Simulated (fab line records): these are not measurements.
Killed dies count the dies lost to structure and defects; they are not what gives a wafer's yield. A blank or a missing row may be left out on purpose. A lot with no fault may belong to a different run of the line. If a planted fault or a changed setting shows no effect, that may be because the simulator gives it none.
fab line records	flow n5-finfet
[record] lots = 7	wafers = 21
route steps=1938 shown BEOL_M13@1673 BEOL_M14@1753 BEOL_M15@1779 TV_LITHO@1879
start-h: the number of hours between the record's first day and the start of the first shown wafer of the lot	wait-h: hours from the lot's prior step to this one	" the same as in the row above	L1.1+2: one row covering several wafers at once	- no value, or no start was given	* or withheld: withheld	< > ~ a bound
route shown NAME@n: a module of which the file shows steps, and the number in the route of the first	usual: mean and standard deviation over wafers with no fault	same: alike in all rows	chamber/n: place in a boat	sites: readings site by site	_std_site: standard deviation of those values	_edge_site: inner sites' mean taken away from outer sites' mean	radius-mm: for every site, how far away it sits from the centre of the wafer	mask NAME#n: copy n	behind: the tool/chamber that last shaped the wafer	hold: why the lot was held/for how many hours/how that ended	device: whichever transistor did not switch (one of n, p or np)	end of line: the same wafers' tests at the end of the route	where a step has no rows: the recipe by itself	killed: the dies lost at the first sort to structure and to defects; this is not the yield of the wafer	map: shows each die of a wafer: x if killed, . if not, _ if none is there
set.NAME: the run value of the setting; set.NAME@STEP: its run value at that earlier step	model.NAME: the simulator's own value behind a step, which no gauge read
lots with deliberately changed settings; one table per step, one row per wafer
[[steps]]
[step N5_BEOL_M13_ETCH_59]
[recipe] chemistry = N2/H2	target = BARC	target-depth-a = 890	overetch-a = 267	time-s = 67.9	ion-energy-ev = 200	pressure-mtorr = 30	source-w = 840	bias-w = 150	n2-flow-sccm = 200	h2-flow-sccm = 200
lot.wafer	tool	chamber	start-h	wait-h	set.time-s	set.spin-rpm@BEOL_M13_COAT_58	model.coat_of_BEOL_M13_COAT_04.thk-nm	model.etch.depth-nm
L075.3	rie-diel-05	0	234.14	0.0	67.9	1500	320.8	88.6
L075.4	"	0	"	"	67.9	1500	320.4	88.83
L075.6	"	1	"	"	67.9	1500	318.6	88.45
L076.2	rie-diel-06	2	235.69	0.0	75.97	1557	310.8	86.66
L076.3	"	1	"	"	67.9	1557	318.4	86.76
L076.5	"	0	"	"	67.9	1500	316	88.4
L078.3	rie-diel-05	3	249.69	0.0	57.77	1500	327.2	89.37
L078.4	"	0	"	"	67.9	1500	318.8	89.43
L078.6	"	3	"	"	67.9	1601	317.4	86.33
L081.1	rie-diel-04	2	264.67	0.0	63.29	1609	320.8	86.06
L081.2	"	0	"	"	63.29	1500	321	88.93
L081.5	"	0	"	"	67.9	1609	317.6	85.82
L086.1	rie-diel-05	1	299.74	0.0	67.9	1500	318.8	89
L086.2	"	3	"	"	67.9	1500	319.4	88.92
L086.4	"	2	"	"	67.9	1500	319.6	88.92
L087.1	rie-diel-05	2	304.35	0.0	67.9	1637	317.2	84.96
L087.3	"	1	"	"	67.9	1500	317.4	88.91
L087.4	"	0	"	"	54.33	1500	332.4	88.52
L096.3	rie-diel-04	3	387.59	0.0	67.9	1500	317.6	88.94
L096.4	"	1	"	"	67.9	1632	315.4	85.42
L096.5	"	0	"	"	67.9	1632	315.8	85.09
[step N5_BEOL_M13_VIA_ETCH_16]
[recipe] chemistry = C4F8/O2/Ar	target = SiOC	pressure-mtorr = 30	source-w = 3000	bias-w = 700	Ar_flow_sccm = 400	C4F8_flow_sccm = 15	O2_flow_sccm = 8	he-inner-torr = 15	he-outer-torr = 30	target-depth-a = 9217	time-s = withheld	ion-energy-ev = 250	ends = cleared
[step N5_BEOL_M13_STRIP_63]
[recipe] chemistry = N2/H2	power-w = 1000	temp-c = 250	h2-frac = 0.65	overash-fraction = 0.3	pressure-mtorr = 1000	n2-flow-sccm = 1750	h2-flow-sccm = 3250
[step N5_BEOL_M13_STRIP_64]
[recipe] chemistry = N2/H2	power-w = 1000	temp-c = 250	h2-frac = 0.65	overash-fraction = 0.3	pressure-mtorr = withheld	n2-flow-sccm = 1750	h2-flow-sccm = 3250
[usual] strip-time-to-endpoint-s = 31.29/0.091
lot.wafer	tool	chamber	start-h	wait-h	set.spin-rpm@BEOL_M13_COAT_58	strip-time-to-endpoint-s
L075.3	plasma-asher-02	1	234.51	0.0	1500	31.19
L075.4	"	0	"	"	1500	31.27
L075.6	"	0	"	"	1500	31.16
L076.2	plasma-asher-02	1	236.04	0.0	1557	30.63
L076.3	"	1	"	"	1557	30.68
L076.5	"	1	"	"	1500	31.13
L078.3	plasma-asher-01	0	250.05	0.0	1500	31.42
L078.4	"	1	"	"	1500	31.44
L078.6	"	1	"	"	1601	30.54
L081.1	plasma-asher-01	0	265.05	0.0	1609	30.48
L081.2	"	1	"	"	1500	31.30
L081.5	"	1	"	"	1609	30.40
L086.1	plasma-asher-02	1	300.09	0.0	1500	31.31
L086.2	"	0	"	"	1500	31.28
L086.4	"	1	"	"	1500	31.29
L087.1	plasma-asher-01	1	304.69	0.0	1637	30.15
L087.3	"	0	"	"	1500	31.27
L087.4	"	1	"	"	1500	31.17
L096.3	plasma-asher-02	1	387.95	0.0	1500	31.29
L096.4	"	0	"	"	1632	30.30
L096.5	"	0	"	"	1632	30.17
[step N5_BEOL_M14_TRENCH_ETCH_34]
[recipe] chemistry = C4F8/O2/Ar	target = SiO2	target-depth-a = 5566.5	mask-material = SOC	he-inner-torr = 15	he-outer-torr = 30	time-s = 126.9	ion-energy-ev = 800	pressure-mtorr = 20	source-w = 1905	bias-w = 2040	Ar_flow_sccm = 400	C4F8_flow_sccm = 16	O2_flow_sccm = 12
lot.wafer	tool	chamber	start-h	wait-h	set.time-s	model.etch.depth-nm
L075.3	rie-diel-02	2	242.16	0.0	126.9	555.9
L075.4	"	2	"	"	126.9	556.5
L075.6	"	0	"	"	126.9	557.2
L076.2	rie-diel-01	2	242.33	0.0	115.5	516.6
L076.3	"	3	"	"	126.9	569.4
L076.5	"	1	"	"	126.9	567.2
L078.3	rie-diel-03	1	255.32	0.0	126.9	560.4
L078.4	"	3	"	"	126.9	568.6
L078.6	"	0	"	"	107.8	469.8
L081.1	rie-diel-02	1	274.05	0.0	126.9	554.6
L081.2	"	3	"	"	126.9	547.8
L081.5	"	1	"	"	112.5	489.8
L086.1	rie-diel-03	2	306.15	0.0	126.9	549.4
L086.2	"	3	"	"	126.9	561.5
L086.4	"	0	"	"	126.9	551.3
L087.1	rie-diel-03	0	310.53	0.0	114.2	496
L087.3	"	3	"	"	126.9	566.7
L087.4	"	0	"	"	114.2	493.2
L096.3	rie-diel-03	1	396.68	0.0	126.9	556.1
L096.4	"	0	"	"	126.9	547.2
L096.5	"	0	"	"	126.9	542.4
[step N5_BEOL_M14_STRIP_70]
[recipe] chemistry = C4F8/O2/Ar	resist = SiARC	rf-frequency-hz = 6e+07
[step N5_BEOL_M14_OCD_MEAS_35]
[usual] trench-depth-nm = 559/8
lot.wafer	tool	chamber	start-h	wait-h	set.time-s@BEOL_M14_TRENCH_ETCH_34	trench-depth-nm
L075.3	ocd-02	-	242.32	0.0	126.9	556
L075.4	"	-	"	"	126.9	556
L075.6	"	-	"	"	126.9	557
L076.2	ocd-02	-	242.49	0.0	115.5	517
L076.3	"	-	"	"	126.9	569
L076.5	"	-	"	"	126.9	567
L078.3	ocd-01	-	255.47	0.0	126.9	560
L078.4	"	-	"	"	126.9	568
L078.6	"	-	"	"	107.8	470
L081.1	ocd-02	-	274.20	0.0	126.9	555
L081.2	"	-	"	"	126.9	548
L081.5	"	-	"	"	112.5	490
L086.1	ocd-01	-	306.30	0.0	126.9	550
L086.2	"	-	"	"	126.9	562
L086.4	"	-	"	"	126.9	551
L087.1	ocd-01	-	310.75	0.0	114.2	496
L087.3	"	-	"	"	126.9	567
L087.4	"	-	"	"	114.2	493
L096.3	ocd-02	-	396.84	0.0	126.9	557
L096.4	"	-	"	"	126.9	547
L096.5	"	-	"	"	126.9	543
[step N5_BEOL_M14_STRIP_37]
[recipe] chemistry = O2	power-w = 600	temp-c = 60	pressure-mtorr = 30	rf-frequency-hz = 6e+07	bias-power-w = 0	overash-fraction = 0.3	o2-flow-sccm = 225
[step N5_BEOL_M14_ETCH_38]
[recipe] chemistry = CF4/N2	target = SiCN	target-depth-a = 1065	taper-deg = 2	time-s = 120.6	ion-energy-ev = 150	mask-material = SiO2	pressure-mtorr = 40	source-w = 430	bias-w = 70	Ar_flow_sccm = 100	cf4-flow-sccm = 60	n2-flow-sccm = 60
[step N5_BEOL_M14_ECD_47]
[recipe] material = Cu	target-thk-a = 12480
[step N5_BEOL_M14_ANNEAL_48]
[recipe] temp-c = 225	time-s = 90	ambient = N2
[step N5_BEOL_M14_CMP_49]
[recipe] stop-on = SiO2	t-overpolish-s = 5.2	down-force-psi = 2	platen-rpm = 80	clearing-platen-down-force-psi = 2	clearing-platen-rpm = 80	post-cmp-clean = cu-alkaline	target-thk-nm = 560	clearing-platen-pad-velocity-m-s = 1.5917	pad-velocity-m-s = 1.5917
lot.wafer	tool	chamber	start-h	wait-h	set.time-s@BEOL_M14_TRENCH_ETCH_34	model.Cu_of_BEOL_M14_ECD_47.thk-nm
L075.3	cmp-03	2	245.21	0.2	126.9	559.4
L075.4	"	3	"	"	126.9	559
L075.6	"	2	"	"	126.9	560.6
L076.3	cmp-02	3	245.54	0.2	126.9	571.6
L076.2	"	2	"	"	115.5	519.2
L076.5	"	3	"	"	126.9	570.2
L078.4	cmp-03	3	259.24	0.2	126.9	572
L078.3	"	1	"	"	126.9	562.6
L078.6	"	2	"	"	107.8	474.8
L081.1	cmp-03	0	276.96	0.3	126.9	556.2
L081.2	"	2	"	"	126.9	551.4
L081.5	"	3	"	"	112.5	494
L086.1+4	cmp-04	0,2	307.80	0.3	126.9	554.4
L086.2	"	3	"	"	126.9	566.4
L087.4	cmp-04	3	314.77	0.2	114.2	497.2
L087.3	"	0	"	"	126.9	570.2
L087.1	"	1	"	"	114.2	497.8
L096.3	cmp-04	0	402.57	0.2	126.9	560
L096.4	"	2	"	"	126.9	550.4
L096.5	"	0	"	"	126.9	547
[step N5_BEOL_M14_THK_MEAS_50]
[recipe] thk-meas-gauge = xrf	reads = Cu_of_BEOL_M14_ECD_47
[usual] M14_THK = 550/8.3
lot.wafer	tool	chamber	start-h	wait-h	set.time-s@BEOL_M14_TRENCH_ETCH_34	M14_THK[nm]
L075.3	film-metro-01	-	245.47	-	126.9	545
L075.4	"	-	"	"	126.9	545
L075.6	"	-	"	"	126.9	547
L076.2	film-metro-01	-	245.84	-	115.5	510
L076.3	"	-	"	"	126.9	561
L076.5	"	-	"	"	126.9	558
L078.3	film-metro-02	-	259.50	-	126.9	550
L078.4	"	-	"	"	126.9	562
L078.6	"	-	"	"	107.8	466
L081.1	film-metro-01	-	277.22	-	126.9	552
L081.2	"	-	"	"	126.9	542
L081.5	"	-	"	"	112.5	486
L086.1	film-metro-01	-	308.09	-	126.9	552
L086.2	"	-	"	"	126.9	563
L086.4	"	-	"	"	126.9	551
L087.1	film-metro-02	-	315.03	-	114.2	490
L087.3	"	-	"	"	126.9	560
L087.4	"	-	"	"	114.2	491
L096.3	film-metro-02	-	402.83	-	126.9	552
L096.4	"	-	"	"	126.9	541
L096.5	"	-	"	"	126.9	537
[step N5_BEOL_M14_DEP_53]
[recipe] material = SiCN	target-thk-a = 500	temp-c = withheld	precursor = 3MS/NH3	pressure-torr = 3	rf-w = 675	time-s = 17.8
lot.wafer	tool	chamber	start-h	wait-h	set.time-s	model.SiCN_of_BEOL_M14_DEP_53.thk-nm
L075.3	pecvd-03	2	245.53	0.0	19.02	53.2
L075.4	"	0	"	"	19.02	53.6
L075.6	"	2	"	"	17.8	51.2
L076.2	pecvd-03	0	245.93	0.0	17.8	49
L076.3	"	2	"	"	17.8	49.2
L076.5	"	2	"	"	17.8	50.6
L078.3	pecvd-03	1	259.56	0.0	17.8	48.8
L078.4	"	2	"	"	16.7	46.8
L078.6	"	1	"	"	17.8	49.8
L081.1	pecvd-03	2	277.28	0.0	15.52	43.2
L081.2	"	1	"	"	17.8	50.4
L081.5	"	0	"	"	17.8	49.8
L086.1	pecvd-04	1	308.15	0.0	17.8	49.8
L086.2	"	2	"	"	17.8	49.2
L086.4	"	2	"	"	17.8	50.2
L087.1	pecvd-01	2	315.09	0.0	17.8	49.4
L087.3	"	0	"	"	17.8	49.6
L087.4	"	0	"	"	17.8	49.8
L096.3	pecvd-03	0	402.92	0.0	17.8	50
L096.4	"	2	"	"	17.8	50.4
L096.5	"	0	"	"	19.2	53.8
[step N5_BEOL_M14_RS_MEAS_54]
[recipe] thk-meas-gauge = four-point-probe	reads = Cu_of_BEOL_M14_ECD_47+Ta_of_BEOL_M14_SPUTTER_44+TaN_of_BEOL_M14_SPUTTER_43
[usual] M14_RS = 0.0331/0.00048
lot.wafer	tool	chamber	start-h	wait-h	set.time-s@BEOL_M14_TRENCH_ETCH_34	M14_RS[ohm/sq]
L075.3	film-metro-01	-	245.59	0.1	126.9	0.0333
L075.4	"	-	"	"	126.9	0.0333
L075.6	"	-	"	"	126.9	0.0332
L076.2	film-metro-02	-	246.00	0.1	115.5	0.0358
L076.3	"	-	"	"	126.9	0.0325
L076.5	"	-	"	"	126.9	0.0325
L078.3	film-metro-02	-	259.63	0.1	126.9	0.0331
L078.4	"	-	"	"	126.9	0.0325
L078.6	"	-	"	"	107.8	0.0393
L081.1	film-metro-02	-	277.35	0.0	126.9	0.0334
L081.2	"	-	"	"	126.9	0.0337
L081.5	"	-	"	"	112.5	0.0377
L086.1	film-metro-01	-	308.22	0.0	126.9	0.0335
L086.2	"	-	"	"	126.9	0.0328
L086.4	"	-	"	"	126.9	0.0336
L087.1	film-metro-02	-	315.16	0.0	114.2	0.0374
L087.3	"	-	"	"	126.9	0.0325
L087.4	"	-	"	"	114.2	0.0374
L096.3	film-metro-01	-	402.98	0.1	126.9	0.0331
L096.4	"	-	"	"	126.9	0.0337
L096.5	"	-	"	"	126.9	0.0340
[step N5_BEOL_M15_EXPOSE_07]
[recipe] mask-id = V14	na = 0.8	source-shape = annular	sigma-inner = 0.5	sigma-outer = 0.8	polarization = unpolarized	attpsm-phase-deg = 180	dose-mj = 41.25
lot.wafer	tool	chamber	start-h	wait-h	mask	set.dose-mj
L075.3+6	krf-scanner-01	0	246.29	-	V14#0	41.25
L075.4	"	0	"	"	V14#0	42.07
L076.2+5	krf-scanner-01	0	246.55	-	V14#0	44.22
L076.3	"	0	"	"	V14#0	41.25
L078.3+4+6	krf-scanner-01	0	260.32	-	V14#0	41.25
L081.1+5	krf-scanner-01	0	277.92	-	V14#0	42.69
L081.2	"	0	"	"	V14#0	41.25
L086.1+2+4	krf-scanner-02	0	308.66	-	V14#0	41.25
L087.1+3+4	krf-scanner-01	0	315.73	-	V14#0	41.25
L096.3+5	krf-scanner-02	0	403.44	-	V14#0	41.25
L096.4	"	0	"	"	V14#0	43.06
[step N5_BEOL_M15_PEB_08]
[recipe] peb-temp-c = 130	peb-time-s = 90
[step N5_BEOL_M15_DEVELOP_09]
[recipe] develop-time-s = 45	rinse-liquid = diw	dry = air-spin	dev-temp-c = 21
[step N5_BEOL_M15_HARDBAKE_14]
[recipe] temp-c = 130	time-s = 120
[step N5_BEOL_M15_CD_MEAS_10]
[recipe] target-cd-nm = 360	landing-energy-ev = 500	detector = se-inlens	polarity = opening
[usual] cd-nm = 359.8/1.2
lot.wafer	tool	chamber	start-h	wait-h	set.dose-mj@BEOL_M15_EXPOSE_07	cd-nm
L075.3	cd-sem-01	0	246.45	-	41.25	357.9
L075.4	"	0	"	"	42.07	362.4
L075.6	"	0	"	"	41.25	357.9
L076.2	cd-sem-01	0	246.72	-	44.22	369.9
L076.3	"	0	"	"	41.25	358.9
L076.5	"	0	"	"	44.22	369.4
L078.3	cd-sem-02	0	260.48	-	41.25	360.3
L078.4	"	0	"	"	41.25	358.9
L078.6	"	0	"	"	41.25	359.3
L081.1	cd-sem-02	0	278.09	-	42.69	367.0
L081.2	"	0	"	"	41.25	360.1
L081.5	"	0	"	"	42.69	366.7
L086.1	cd-sem-02	0	308.83	-	41.25	359.9
L086.2	"	0	"	"	41.25	360.8
L086.4	"	0	"	"	41.25	359.1
L087.1	cd-sem-02	0	315.90	-	41.25	360.6
L087.3	"	0	"	"	41.25	362.7
L087.4	"	0	"	"	41.25	360.7
L096.3	cd-sem-02	0	403.61	-	41.25	360.8
L096.4	"	0	"	"	43.06	368.0
L096.5	"	0	"	"	41.25	360.6
[step N5_BEOL_M15_STRIP_65]
[recipe] chemistry = post-etch-residue-remover	time-s = 60	temp-c = 25	remover-ph = withheld	remover-water-wt-pct = withheld	remover-fluoride-wt-pct = withheld
[step N5_BEOL_M15_SRD_66]
[recipe] time-s = 30	temp-c = 23	rinse-liquid = diw	dry = n2-spin	spin-rpm = 1500	dry-time-s = 30
[step N5_BEOL_M15_CD_MEAS_17]
[recipe] target-cd-nm = 360	polarity = opening
[usual] cd-nm = 360.9/1.5
lot.wafer	tool	chamber	start-h	wait-h	set.dose-mj@BEOL_M15_EXPOSE_07	cd-nm
L075.3	cd-sem-01	-	247.04	0.0	41.25	358.9
L075.4	"	-	"	"	42.07	361.5
L075.6	"	-	"	"	41.25	359.2
L076.2	cd-sem-02	-	247.31	0.0	44.22	371.9
L076.3	"	-	"	"	41.25	361.0
L076.5	"	-	"	"	44.22	370.7
L078.3	cd-sem-02	-	261.07	0.0	41.25	360.6
L078.4	"	-	"	"	41.25	359.1
L078.6	"	-	"	"	41.25	359.9
L081.1	cd-sem-02	-	278.86	0.0	42.69	370.3
L081.2	"	-	"	"	41.25	362.2
L081.5	"	-	"	"	42.69	367.9
L086.1	cd-sem-02	-	309.42	0.0	41.25	362.1
L086.2	"	-	"	"	41.25	361.2
L086.4	"	-	"	"	41.25	360.5
L087.1	cd-sem-02	-	316.49	0.0	41.25	360.9
L087.3	"	-	"	"	41.25	363.4
L087.4	"	-	"	"	41.25	361.3
L096.3	cd-sem-03	-	404.19	0.0	41.25	361.3
L096.4	"	-	"	"	43.06	369.2
L096.5	"	-	"	"	41.25	361.8
[step N5_PASSIVATION_EXPOSE_07]
[recipe] mask-id = TV	na = 0.55	source-shape = conventional	sigma-outer = 0.8	polarization = unpolarized	defocus-nm = 0	target-cd-nm = 3000	dose-mj = 22.75
lot.wafer	tool	chamber	start-h	wait-h	mask	set.dose-mj
L075.3+4	krf-scanner-02	0	261.38	-	TV#0	23.27
L075.6	"	0	"	"	TV#0	22.75
L076.2+5	krf-scanner-02	0	262.62	-	TV#0	22.75
L076.3	"	0	"	"	TV#0	24.19
L078.3	krf-scanner-02	0	272.99	-	TV#0	24.03
L078.4+6	"	0	"	"	TV#0	22.75
L081.1	krf-scanner-02	0	290.32	-	TV#0	21.43
L081.2+5	"	0	"	"	TV#0	22.75
L086.1+2+4	krf-scanner-01	0	326.21	-	TV#0	22.75
L087.1+4	krf-scanner-01	0	330.77	-	TV#0	21.17
L087.3	"	0	"	"	TV#0	22.75
L096.3	krf-scanner-02	0	414.44	-	TV#0	24.15
L096.4+5	"	0	"	"	TV#0	22.75
[step N5_PASSIVATION_PEB_08]
[recipe] peb-temp-c = withheld	peb-time-s = *
[step N5_PASSIVATION_DEVELOP_09]
[recipe] develop-time-s = 60	rinse-liquid = diw	dry = air-spin	dev-temp-c = 21
[step N5_PASSIVATION_HARDBAKE_11]
[recipe] temp-c = 130	time-s = 120
[step N5_PASSIVATION_CD_MEAS_10]
[recipe] target-cd-nm = 3000	landing-energy-ev = 500	detector = se-inlens
[usual] cd-nm = 3000.1/1.7
lot.wafer	tool	chamber	start-h	wait-h	set.dose-mj@PASSIVATION_EXPOSE_07	cd-nm
L075.3	cd-sem-01	0	261.55	-	23.27	3005.7
L075.4	"	0	"	"	23.27	3005.5
L075.6	"	0	"	"	22.75	3001.1
L076.2	cd-sem-01	0	262.79	-	22.75	2999.1
L076.3	"	0	"	"	24.19	3012.5
L076.5	"	0	"	"	22.75	3000.4
L078.3	cd-sem-02	0	273.16	-	24.03	3012.0
L078.4	"	0	"	"	22.75	2996.5
L078.6	"	0	"	"	22.75	2998.0
L081.1	cd-sem-02	0	290.50	-	21.43	2987.9
L081.2	"	0	"	"	22.75	3000.3
L081.5	"	0	"	"	22.75	3000.3
L086.1	cd-sem-02	0	326.39	-	22.75	3004.2
L086.2	"	0	"	"	22.75	3002.2
L086.4	"	0	"	"	22.75	3003.6
L087.1	cd-sem-03	0	330.94	-	21.17	2983.8
L087.3	"	0	"	"	22.75	3000.9
L087.4	"	0	"	"	21.17	2984.6
L096.3	cd-sem-03	0	414.60	-	24.15	3014.5
L096.4	"	0	"	"	22.75	3000.7
L096.5	"	0	"	"	22.75	3002.0
[step N5_PASSIVATION_DESCUM_12]
[recipe] chemistry = O2	time-s = 7.9	source-power-w = 50	bias-power-w = 20	pressure-mtorr = 20	rf-frequency-hz = 2.712e+07	temp-c = 40	o2-flow-sccm = 225
lot.wafer	tool	chamber	start-h	wait-h	set.dose-mj@PASSIVATION_EXPOSE_07	model.TV_LITHO.cd-nm
L075.3	rie-diel-04	2	261.73	0.1	23.27	3006
L075.4	"	0	"	"	23.27	3005
L075.6	"	2	"	"	22.75	3001
L076.2+5	rie-diel-06	2,3	262.88	0.0	22.75	3000
L076.3	"	0	"	"	24.19	3013
L078.3	rie-diel-05	3	273.33	0.1	24.03	3012
L078.4	"	1	"	"	22.75	2996
L078.6	"	2	"	"	22.75	-
L081.1	rie-diel-06	3	291.39	0.8	21.43	2988
L081.2+5	"	0	"	"	22.75	3000
L086.1	rie-diel-05	2	326.47	0.0	22.75	3004
L086.2	"	0	"	"	22.75	3002
L086.4	"	1	"	"	22.75	3003
L087.1+4	rie-diel-06	1,0	331.19	0.2	21.17	2984
L087.3	"	3	"	"	22.75	3001
L096.3	rie-diel-04	2	414.92	0.3	24.15	3014
L096.4	"	0	"	"	22.75	3001
L096.5	"	3	"	"	22.75	3002
[[key]]
[split] step = N5_BEOL_M13_ETCH_59	setting = time-s	stated = 67.9	by = wafer
[response] step = N5_BEOL_M13_ETCH_59	reading = model.coat_of_BEOL_M13_COAT_04.thk-nm	change = -0.662	per = 1%	r = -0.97
[split] step = N5_BEOL_M14_TRENCH_ETCH_34	setting = time-s	stated = 126.9	by = wafer
[response] step = N5_BEOL_M14_TRENCH_ETCH_34	reading = model.etch.depth-nm	change = +6.17	per = 1%	r = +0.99
[response] step = N5_BEOL_M14_OCD_MEAS_35	reading = trench-depth-nm	change = +6.15	per = 1%	r = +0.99
[response] step = N5_BEOL_M14_CMP_49	reading = model.Cu_of_BEOL_M14_ECD_47.thk-nm	change = +6.09	per = 1%	r = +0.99
[response] step = N5_BEOL_M14_THK_MEAS_50	reading = M14_THK	change = +5.95	per = 1%	r = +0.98
[response] step = N5_BEOL_M14_RS_MEAS_54	reading = M14_RS	change = -0.000417	per = 1%	r = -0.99
[split] step = N5_BEOL_M14_DEP_53	setting = time-s	stated = 17.8	by = wafer
[response] step = N5_BEOL_M14_DEP_53	reading = model.SiCN_of_BEOL_M14_DEP_53.thk-nm	change = +0.473	per = 1%	r = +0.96
[split] step = N5_BEOL_M15_EXPOSE_07	setting = dose-mj	stated = 41.25	by = wafer
[response] step = N5_BEOL_M15_CD_MEAS_10	reading = cd-nm	change = +1.63	per = 1%	r = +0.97
[response] step = N5_BEOL_M15_CD_MEAS_17	reading = cd-nm	change = +1.57	per = 1%	r = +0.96
[split] step = N5_PASSIVATION_EXPOSE_07	setting = dose-mj	stated = 22.75	by = wafer
[response] step = N5_PASSIVATION_CD_MEAS_10	reading = cd-nm	change = +2.25	per = 1%	r = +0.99
[response] step = N5_PASSIVATION_DESCUM_12	reading = model.TV_LITHO.cd-nm	change = +2.26	per = 1%	r = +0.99
split outside-this-file step=N5_BEOL_M13_COAT_58 setting=spin-rpm
// split outside-this-file: this setting was split too, and the file shows its column; the key of that split is in another file
